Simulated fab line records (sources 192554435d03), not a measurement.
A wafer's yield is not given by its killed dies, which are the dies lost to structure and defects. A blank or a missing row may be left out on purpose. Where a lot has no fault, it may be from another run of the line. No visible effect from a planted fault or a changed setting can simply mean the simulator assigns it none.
Split-lot trial | flow n5Finfet | 7 lots, 21 wafers read, on a route of 1938 steps

== THE SPLIT ==
At N5_BEOL_M11_ETCH_66 (etches SOC in N2/H2, target depth 120 nm, overetch 24 nm, time 180 s), the setting timeS was moved away from the recipe's 180 s on 5 of the 21 wafers read, by -12.5% to +20.3%. All remaining wafers had this setting at the recipe value.

The reading comes from the split's own step.

== THE READING ==
SiARC_of_BEOL_M11_COAT_64.thkNm (the simulator's own value, which no gauge read), in nm, at N5_BEOL_M11_ETCH_66 (etches SOC in N2/H2, target depth 120 nm, overetch 24 nm, time 180 s). The file gives no usual value for it. Across the 16 wafers here that went through the recipe, the average is 22.8 nm and the standard deviation 0.26 nm.

wafer  | tool, chamber at the split | timeS as run, s | against the recipe | SiARC_of_BEOL_M11_COAT_64.thkNm, nm | against lot-mates on the recipe
L076.2 | rieDiel-06, 2              | 180             | recipe             | 22.8                                | -
L076.3 | rieDiel-06, 1              | 157.5           | -12.5%             | 23.6                                | +0.8
L076.4 | rieDiel-06, 0              | 157.5           | -12.5%             | 23.8                                | +1.0
L081.1 | rieDiel-06, 3              | 180             | recipe             | 22.6                                | -
L081.4 | rieDiel-06, 1              | 180             | recipe             | 23                                  | -
L081.5 | rieDiel-06, 2              | 180             | recipe             | 22.8                                | -
L083.1 | rieDiel-06, 1              | 180             | recipe             | 22.8                                | -
L083.5 | rieDiel-06, 1              | 180             | recipe             | 22.8                                | -
L083.2 | rieDiel-06, 3              | 180             | recipe             | 22.6                                | -
L091.1 | rieDiel-02, 3              | 180             | recipe             | 22.8                                | -
L091.3 | rieDiel-02, 0              | 180             | recipe             | 23.2                                | -
L091.6 | rieDiel-02, 0              | 180             | recipe             | 23.2                                | -
L090.4 | rieDiel-04, 0              | 180             | recipe             | 22.6                                | -
L090.5 | rieDiel-04, 0              | 180             | recipe             | 22.6                                | -
L090.6 | rieDiel-04, 3              | 216.5           | +20.3%             | 21.6                                | -1.0
L093.1 | rieDiel-04, 1              | 180             | recipe             | 22.6                                | -
L093.3 | rieDiel-04, 2              | 180             | recipe             | 22.4                                | -
L093.6 | rieDiel-04, 2              | 180             | recipe             | 22.2                                | -
L095.1 | rieDiel-02, 3              | 180             | recipe             | 23                                  | -
L095.5 | rieDiel-02, 1              | 214.3           | +19.1%             | 21.6                                | -1.4
L095.6 | rieDiel-02, 0              | 214.3           | +19.1%             | 21.8                                | -1.2

THE FIT
A straight line over all 21 wafers: SiARC_of_BEOL_M11_COAT_64.thkNm changes by -0.0608 nm for each +1% of timeS; r = -0.90; the points scatter about the line by 0.25 nm.
The same after taking each lot's own level away (the mean of its wafers on the recipe; 21 wafers): -0.064 nm for each +1%; r = -0.96; scatter 0.15 nm.
That fit puts the effect of the largest move of timeS on the reading at 1.3 nm.
Across the lots, their own levels run from 22.40 to 23.07 nm, a range of 2.6 times the standard deviation given above.
Consequently the slope shifts little with the lot-to-lot level, the two slopes agreeing.
Check: with one of the wafers moved furthest among these (+20.3%) left out of the fit, the line predicts -1.4 nm for it against its lot-mates. Against them it came out at -1 nm.

== THESE WAFERS: OTHER SPLITS ==
Other splits were also applied to these wafers ahead of the reading. Each is held against what the fit with the lots' levels taken away leaves over:
other split on the same wafers  | wafers away from the commonest value | r with SiARC_of_BEOL_M11_COAT_64.thkNm (lot level and that fit taken away)
N5_BEOL_M9_ETCH_66 timeS        | 5                                    | -0.03
N5_BEOL_M9_TRENCH_ETCH_37 biasW | 8                                    | -0.43
N5_BEOL_M10_PECVD_70 timeS      | 8                                    | +0.35

== THE FILE'S OWN FIT ==
SiARC_of_BEOL_M11_COAT_64.thkNm changes by -0.0605 nm for each +1% of timeS, r = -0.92.
